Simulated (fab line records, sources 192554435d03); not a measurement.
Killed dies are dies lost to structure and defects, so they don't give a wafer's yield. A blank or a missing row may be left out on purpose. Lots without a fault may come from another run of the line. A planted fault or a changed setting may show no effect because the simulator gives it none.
Chamber matching | flow n5_finfet | N5_WELL_APT_DESCUM_30 on rie_diel-03: 4 sister chambers
The step chemistry O2, time 7.9 s. 18 wafers are shown with their chamber, then 9 later ones without.

WAFERS WITH THEIR CHAMBER
wafer  | chamber | throttle_valve_pct (%) | showerhead_plenum_p_Torr (Torr) | drypump_motor_current_A (A)
L075.2 | 3       | 20.29                  | 2.07                            | 5.8
L075.5 | 2       | 20.72                  | 2.15                            | 5.3
L075.6 | 0       | 20.83                  | 2.16                            | 5.9
L077.2 | 0       | 20.82                  | 2.16                            | 5.9
L077.5 | 3       | 20.31                  | 2.07                            | 5.7
L077.6 | 0       | 20.82                  | 2.16                            | 5.9
L078.1 | 3       | 20.30                  | 2.07                            | 5.8
L078.3 | 2       | 20.74                  | 2.15                            | 5.3
L078.5 | 3       | 20.30                  | 2.07                            | 5.7
L080.1 | 1       | 20.65                  | 2.06                            | 6.0
L080.3 | 2       | 20.71                  | 2.14                            | 5.3
L080.4 | 0       | 20.83                  | 2.15                            | 5.9
L081.1 | 0       | 20.83                  | 2.15                            | 5.9
L081.3 | 1       | 20.65                  | 2.06                            | 6.0
L081.5 | 2       | 20.74                  | 2.14                            | 5.4
L083.1 | 3       | 20.33                  | 2.06                            | 5.7
L083.5 | 0       | 20.84                  | 2.15                            | 5.9
L083.6 | 3       | 20.31                  | 2.06                            | 5.7

SIGNATURES (means of the wafers above)
reading                  | chamber 0 | chamber 1 | chamber 2 | chamber 3 | scatter within a chamber
throttle_valve_pct       | 20.8283   | 20.6500   | 20.7275   | 20.3067   | 0.0116
showerhead_plenum_p_Torr | 2.1550    | 2.0600    | 2.1450    | 2.0667    | 0.00523
drypump_motor_current_A  | 5.900     | 6.000     | 5.325     | 5.733     | 0.0386
Rule: a wafer's distance from a chamber is the root of the sum, over the readings, of the square of ((its reading less the chamber's mean) divided by the reading's scatter). The wafer belongs to the nearest chamber; if the next one is less than 2 further off, it can't be placed. The scatter: the root of (the sum of the squares of (reading less its chamber's mean) over the shown wafers, divided by (wafers less chambers)).

WAFERS WITHOUT THEIR CHAMBER
wafer  | throttle_valve_pct (%) | showerhead_plenum_p_Torr (Torr) | drypump_motor_current_A (A)
L088.2 | 20.87                  | 2.15                            | 5.9
L088.3 | 20.33                  | 2.05                            | 6.0
L088.5 | 20.33                  | 2.05                            | 6.0
L090.3 | 20.87                  | 2.15                            | 5.8
L090.4 | 20.88                  | 2.15                            | 5.8
L090.6 | 20.35                  | 2.06                            | 5.7
L096.2 | 20.46                  | 2.14                            | 5.9
L096.3 | 20.35                  | 2.04                            | 6.0
L096.4 | 20.46                  | 2.14                            | 5.9

WHICH CHAMBER EACH WENT THROUGH
wafer  | from the rows above | in truth
L088.2 | 0                   | 0
L088.3 | 3                   | 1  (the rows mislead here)
L088.5 | 3                   | 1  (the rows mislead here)
L090.3 | 0                   | 0
L090.4 | 0                   | 0
L090.6 | 3                   | 3
L096.2 | 3                   | 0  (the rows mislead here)
L096.3 | 3                   | 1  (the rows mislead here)
L096.4 | 3                   | 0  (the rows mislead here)
Placed correctly: 4 of 9. Can't be placed from these rows: 0. Placed wrongly: 5.
